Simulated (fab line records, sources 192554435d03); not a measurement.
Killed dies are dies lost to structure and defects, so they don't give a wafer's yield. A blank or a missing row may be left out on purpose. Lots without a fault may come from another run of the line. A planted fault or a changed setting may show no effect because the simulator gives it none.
Chamber matching | flow n5_finfet | N5_GATE_CUT_DESCUM_18 on rie_diel-02: 4 sister chambers
The step chemistry O2, time 7 s. 16 wafers are shown with their chamber, then 8 later ones without.

WAFERS WITH THEIR CHAMBER
wafer  | chamber | drypump_motor_current_A (A) | throttle_valve_pct (%) | oes_product_au (a.u.)
L076.2 | 0       | 5.0                         | 20.55                  | 0.71
L076.3 | 3       | 5.6                         | 20.44                  | 0.70
L076.4 | 1       | 5.8                         | 20.25                  | 0.78
L077.2 | 2       | 6.5                         | 20.53                  | 0.73
L077.3 | 1       | 5.8                         | 20.25                  | 0.77
L077.5 | 2       | 6.5                         | 20.52                  | 0.74
L081.2 | 2       | 6.4                         | 20.54                  | 0.73
L081.3 | 1       | 5.7                         | 20.27                  | 0.77
L081.4 | 3       | 5.6                         | 20.45                  | 0.70
L083.1 | 2       | 6.5                         | 20.55                  | 0.73
L083.5 | 2       | 6.5                         | 20.54                  | 0.73
L083.6 | 3       | 5.6                         | 20.45                  | 0.70
L084.1 | 2       | 6.4                         | 20.53                  | 0.73
L084.2 | 1       | 5.8                         | 20.25                  | 0.76
L084.4 | 3       | 5.6                         | 20.46                  | 0.69
L086.1 | 2       | 6.4                         | 20.54                  | 0.72

SIGNATURES (means of the wafers above)
reading                 | chamber 0 | chamber 1 | chamber 2 | chamber 3 | scatter within a chamber
drypump_motor_current_A | 5.000     | 5.775     | 6.457     | 5.600     | 0.0453
throttle_valve_pct      | 20.5500   | 20.2550   | 20.5357   | 20.4500   | 0.00945
oes_product_au          | 0.7100    | 0.7700    | 0.7300    | 0.6975    | 0.00629
Rule: a wafer's distance from a chamber is the root of the sum, over the readings, of the square of ((its reading less the chamber's mean) divided by the reading's scatter). The wafer belongs to the nearest chamber; if the next one is less than 2 further off, it can't be placed. The scatter: the root of (the sum of the squares of (reading less its chamber's mean) over the shown wafers, divided by (wafers less chambers)).

WAFERS WITHOUT THEIR CHAMBER
wafer  | drypump_motor_current_A (A) | throttle_valve_pct (%) | oes_product_au (a.u.)
L086.2 | 5.8                         | 20.25                  | 0.76
L086.4 | 5.0                         | 20.58                  | 0.70
L091.3 | 5.6                         | 20.11                  | 0.98
L091.4 | 6.4                         | 20.56                  | 0.72
L091.5 | 5.1                         | 20.59                  | 0.70
L097.1 | 6.5                         | 20.56                  | 0.71
L097.2 | 5.7                         | 20.30                  | 0.73
L097.5 | 5.1                         | 20.60                  | 0.69

WHICH CHAMBER EACH WENT THROUGH
wafer  | from the rows above | in truth
L086.2 | 1                   | 1
L086.4 | 0                   | 0
L091.3 | 1                   | 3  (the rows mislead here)
L091.4 | 2                   | 2
L091.5 | 0                   | 0
L097.1 | 2                   | 2
L097.2 | 1                   | 1
L097.5 | 0                   | 0
Placed correctly: 7 of 8. Can't be placed from these rows: 0. Placed wrongly: 1.
